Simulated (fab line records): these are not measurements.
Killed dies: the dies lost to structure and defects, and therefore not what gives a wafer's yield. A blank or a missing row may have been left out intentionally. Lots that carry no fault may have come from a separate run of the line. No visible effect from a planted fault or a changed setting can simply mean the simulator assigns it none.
A struck lot beside a sound one :: flow nand harc :: 18 steps out of a route of 1302
Sound: wafers L236.1, L236.4, L236.6. Wafers struck: L250.2, L250.4, L250.6. The cause comes at the end.
At each step with rows: each side's tool, then ch and its chambers, then its first start. Under that, the readings that differ: sound wafers :: struck wafers :: difference of the means :: sigmas: that difference in standard deviations of wafers without a fault.
alike: readings whose means differ by less than 2 such deviations, and words and numbers that are the same on both sides. not compared: withheld readings, readings that some wafer has no value for, bounds like >300 that may hide the same value, and numbers for which the record gives no deviation and whose values overlap.
The two part at a step that has a row with sigmas, a row that says differs or no value, or rows on one side only. Numbers that don't overlap but have no deviation are shown without sigmas and don't part them. Lack of a reading on every wafer of one side parts them only where that side has two or more wafers.

NHARC_A_M1_PRE_CLEAN_32: time 12 s.
  sound on pecvd-03 ch 1,2, day 26 16:38; struck on pecvd-01 ch 0,1, day 32 12:24
  alike: heater power w
NHARC_A_M1_DEP_33: deposits SiCN, target thk 30 nm.
  sound on pecvd-03 ch 1,2, day 26 16:45; struck on pecvd-01 ch 0,1, day 32 12:32
  alike: heater power w
NHARC_A_BONDPAD_DEP_00: deposits SiCN, target thk 250 nm.
  sound on pecvd-04 ch 0,2, day 26 17:21; struck on pecvd-03 ch 0,2, day 32 13:03
  alike: heater power w
NHARC_A_BONDPAD_CMP_29: polishes SiCN, target thk 200 nm.
  sound on cmp-01 ch 2,3, day 26 17:40; struck on cmp-01 ch 0,2, day 32 13:25
  alike: edge zone pressure frac, motor current A
NHARC_A_BONDPAD_THK_MEAS_30: measures by ellipsometry.
  sound on film metro-02, day 26 17:55; struck on film metro-02, day 32 13:40
  alike: thk nm
then, 7 steps without rows for these wafers: NHARC_A_BONDPAD_SRD_31; NHARC_A_BONDPAD_DEHYDRATE_01 (time 120 s); NHARC_A_BONDPAD_HMDS_02 (time 30 s); NHARC_A_BONDPAD_COAT_33 (time 65 s); NHARC_A_BONDPAD_COAT_03 (resist thk 600 nm); NHARC_A_BONDPAD_SOFTBAKE_04 (time 70 s); NHARC_A_BONDPAD_EBR_05.
NHARC_A_BONDPAD_EXPOSE_06: exposes mask A BPAD.
  sound on krf scanner-01 ch 0, day 26 18:20; struck on krf scanner-04 ch 0, day 32 14:05
reading: model.A_BONDPAD.overlay x nm (nm)
sound: 5.31 5.31 5.31
struck: 47.79 47.79 47.79
difference: +42.48
sigmas: 
  alike: mask
then, 2 steps without rows for these wafers: NHARC_A_BONDPAD_PEB_07 (peb time 80 s); NHARC_A_BONDPAD_DEVELOP_08 (time 50 s).
NHARC_A_BONDPAD_CD_MEAS_09 targets a cd of 500 nm.
  sound on cd sem-03 ch 0, day 26 18:29; struck on cd sem-02 ch 0, day 32 14:14
  alike: cd nm
NHARC_A_BONDPAD_OVL_MEAS_35:
  sound on overlay-02, day 26 18:34; struck on overlay-02, day 32 14:30
reading: overlay x nm (nm)
sound: 5 5 5
struck: 48 48 48
difference: +43
sigmas: +7
  alike: overlay y nm
  not compared: hold
NHARC_END_SORT_01:
  the record has rows for the sound wafers here (prober-02 ch 0, day 27 22:43) and none for the struck ones

## WHERE THEY PART
At NHARC_A_BONDPAD_OVL_MEAS_35 first; at NHARC_END_SORT_01 last (within this record only).

WHY: what the simulator had put in
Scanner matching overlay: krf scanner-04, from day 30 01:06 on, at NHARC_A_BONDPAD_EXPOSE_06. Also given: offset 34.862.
